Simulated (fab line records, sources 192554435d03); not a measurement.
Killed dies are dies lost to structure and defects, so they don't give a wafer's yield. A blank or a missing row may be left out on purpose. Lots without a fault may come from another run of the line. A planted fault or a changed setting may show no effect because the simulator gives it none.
One fault seen from 2 desks | flow n5_finfet | each desk has only its own numbers; what lay behind them comes last

THE TOOL OWNER'S DESK: pecvd-03
The tool's own readings at N5_BEOL_M13_ILD_DEP_00 (deposits SiOC from DEMS/O2, target thk 837.92 nm, time 166.4 s): means of the sampled wafers that have a number, for each lot that ran on this tool. A lot is out of limits, marked OUT, if its mean lies more than 4 standard deviations from the usual mean; the brackets give that distance.
Columns: A = heater_power_w at N5_BEOL_M13_ILD_DEP_00, usual 496 W; B = showerhead_plenum_p_Torr at N5_BEOL_M13_ILD_DEP_00, usual 5.700 Torr; C = susceptor_temp_C at N5_BEOL_M13_ILD_DEP_00, usual 350.02 C; D = throttle_valve_pct at N5_BEOL_M13_ILD_DEP_00, usual 11.8 %
lot  | first seen here | A   | B     | C                | D
L628 | day 11 10:50    | 458 | 5.700 | 350.09           | 12.0
L631 | day 12 10:53    | 527 | 5.698 | 361.52 (+55) OUT | 12.0
L633 | day 12 22:24    | 597 | 5.689 | 360.96 (+52) OUT | 11.7
This desk's finding: out of limits on L631, L633; first on L631, day 12 10:53 (susceptor_temp_C at N5_BEOL_M13_ILD_DEP_00). In limits: L628.

THE METROLOGY DESK
What the gauges read, lot by lot, whatever tool the lot ran on: means of the sampled wafers that have a number. A lot is out of limits, marked OUT, if its mean lies more than 4 standard deviations from the usual mean; the brackets give that distance.
Columns: A = M13_ILD_THK at N5_BEOL_M13_THK_MEAS_01, usual 836 nm
lot  | first seen here | A
L628 | day 11 10:59    | 845
L631 | day 12 11:02    | 807
L633 | day 12 22:34    | 808
L645 | day 17 04:31    | 839
This desk's finding: nothing out of limits on any of the 4 lots.

PUT TOGETHER
The tool owner's desk could have raised an alarm at day 12 10:53, on L631, L633.
The metrology desk saw nothing out of limits.
The metrology desk has L631, L633 on record, within its limits.
Of the lots named, all ran N5_BEOL_M13_ILD_DEP_00 on pecvd-03.

WHAT THE SIMULATOR HAD PUT IN
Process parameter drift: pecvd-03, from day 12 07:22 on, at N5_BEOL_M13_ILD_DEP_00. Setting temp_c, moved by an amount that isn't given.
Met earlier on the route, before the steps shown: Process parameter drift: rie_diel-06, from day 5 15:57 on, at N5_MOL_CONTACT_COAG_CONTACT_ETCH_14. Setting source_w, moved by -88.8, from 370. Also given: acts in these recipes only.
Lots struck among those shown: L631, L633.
Hours from the fault's start to each desk's first reading out of limits: the tool owner's desk, 4.
